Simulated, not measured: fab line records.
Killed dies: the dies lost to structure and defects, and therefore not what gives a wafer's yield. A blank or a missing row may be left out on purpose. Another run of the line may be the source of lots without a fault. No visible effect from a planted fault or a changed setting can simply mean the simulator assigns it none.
Problem report, 8D (eight disciplines) form, completed by code || flow n5-finfet || the parts of the form that need people (team, actions taken, sign-off) are left out

## 1. THE ISSUE
Wafers with no fault read 13 with a standard deviation of 5.9, whereas killed_at_M4_up at N5_PASSIVATION_PROBE_49 reads a mean of 111 on 1 wafer of 1 lot. That is +17 standard deviations from the usual mean.
Earliest sighting: wafer L711.3 on prober-01 at day 18 09:27. At this step, 17 wafers from 6 lots have a number in the record. Rule for "out" (also "out of limits"): further than 4 standard deviations from the usual mean. The rest of the wafers with a number are treated as sound.

## 2. WHAT IT IS, AND WHAT IT ISN'T
{"question": "which readings at this step", "is": "killed_at_M4_up, defect-limited-yield, killed-dies, sort_bin_5_function, sort-n-pass, sort-yield-pct", "is not": "killed_at_M0_to_M3, killed-at-contacts, killed-at-front-end, killed-at-other, killed-on-rim, killed-open, killed-short, sort_bin_8_speed"}
{"question": "which lots", "is": "L711", "is not": "L696, L702, L705, L707, L709"}
{"question": "which wafers of those lots", "is": "L711.3", "is not": "L711.2, L711.5"}
{"question": "read on which tools", "is": "prober-01", "is not": "prober-02"}
{"question": "when", "is": "from day 18 09:27", "is not": "up to then (15 sound wafers); but 1 sound wafer of L711 came after"}

## 3. WHAT RULES OUT EACH SUSPECT
Counting: a tool at a process step up to the reading stays a suspect if it ran every lot that is out. Sound lots after the first of them don't rule it out here, since some wafers of a struck lot are sound.
- rie-diel-06 at N5_BEOL_M7_TRENCH_ETCH_37 (etches SiCOH lowk in C4F6/O2, target depth 93.478 nm, time 31.2 s): kept. The lot that is out, L711, ran on it at day 15 00:48; the last sound lot it ran before that was L709, at day 14 14:26.
- rie-diel-01 at N5_MIM_BOT_ETCH_STRIP_01 (strips in O2): kept. The lot that is out, L711, ran on it at day 17 22:32; the last sound lot it ran before that was L709, at day 17 18:37.
- rie-diel-06 at N5_PASSIVATION_DESCUM_12 (chemistry O2, time 7.9 s): kept. The lot that is out, L711, ran on it at day 18 02:42; the last sound lot it ran before that was L707, at day 17 16:06.
- prober-01 at N5_PASSIVATION_PROBE_49: kept. The lot that is out, L711, ran on it at day 18 09:24; the last sound lot it ran before that was L707, at day 17 23:02. Its own defect-limited-yield, killed_at_M4_up, killed-dies, sort_bin_5_function, sort-n-pass, sort-yield-pct readings are out on those wafers.
- In rie-diel-06 at N5_BEOL_M7_TRENCH_ETCH_37, the wafers that are out were processed in chamber 1 and their sound lot-mates in chambers 0, 3.
- In rie-diel-01 at N5_MIM_BOT_ETCH_STRIP_01, the wafers that are out were processed in chamber 0 and their sound lot-mates in chambers 1, 3.
- At N5_PASSIVATION_DESCUM_12 on rie-diel-06, chamber 2 took the sound wafers of the same lots and chamber 0 took the wafers that are out.
Left after counting: rie-diel-06 at N5_BEOL_M7_TRENCH_ETCH_37, rie-diel-01 at N5_MIM_BOT_ETCH_STRIP_01, rie-diel-06 at N5_PASSIVATION_DESCUM_12, prober-01 at N5_PASSIVATION_PROBE_49.

## 4. THE CAUSE (what the simulator had put in)
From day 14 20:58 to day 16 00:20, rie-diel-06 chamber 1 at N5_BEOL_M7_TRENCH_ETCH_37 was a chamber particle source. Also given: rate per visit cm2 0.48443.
Counting left 4 suspects, and this tool is among them.

## 5. THE EFFECT CHAIN, in route order
Rows list readings where the struck wafers' mean (over those with a number) sits beyond 3 standard deviations from the usual. Readings are gone through only where the record gives a usual standard deviation; hours: the median, over the lots, of the time from a lot's start at the first step in this table giving one to that lot's start at this step; sigmas: the change measured in usual standard deviations.
{"hours": 0, "step": "N5_PASSIVATION_PROBE_49", "reading": "defect-limited-yield", "usual": "90.9 %", "on struck wafers": 81.4, "change": -9.5, "sigmas": -6.8}
{"hours": 0, "step": "N5_PASSIVATION_PROBE_49", "reading": "killed_at_M4_up", "usual": 13, "on struck wafers": 111, "change": "+98", "sigmas": "+17"}
{"hours": 0, "step": "N5_PASSIVATION_PROBE_49", "reading": "killed-dies", "usual": 107, "on struck wafers": 220, "change": "+113", "sigmas": "+7.1"}
{"hours": 0, "step": "N5_PASSIVATION_PROBE_49", "reading": "sort_bin_5_function", "usual": "5.3 %", "on struck wafers": 12.2, "change": "+6.9", "sigmas": "+7.3"}
{"hours": 0, "step": "N5_PASSIVATION_PROBE_49", "reading": "sort-n-pass", "usual": 1073, "on struck wafers": 960, "change": -113, "sigmas": -7.1}
{"hours": 0, "step": "N5_PASSIVATION_PROBE_49", "reading": "sort-yield-pct", "usual": "90.9 %", "on struck wafers": 81.4, "change": -9.5, "sigmas": -6.8}
It contains these process steps:
- N5_PASSIVATION_PROBE_49

## 6. WHAT WOULD HAVE CAUGHT IT SOONER
In this record no reading fell out of limits until day 18 09:27, 84 hours after the fault had begun at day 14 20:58.
Of the tool readings at N5_BEOL_M7_TRENCH_ETCH_37 for which the record gives a usual standard deviation, none was out on any struck wafer, so an alarm limit of 4 standard deviations on them would not have fired.
By day 18 09:27, every lot that is out (1) had started N5_BEOL_M7_TRENCH_ETCH_37 on rie-diel-06. Holding the tool at that point would not have protected any of them.
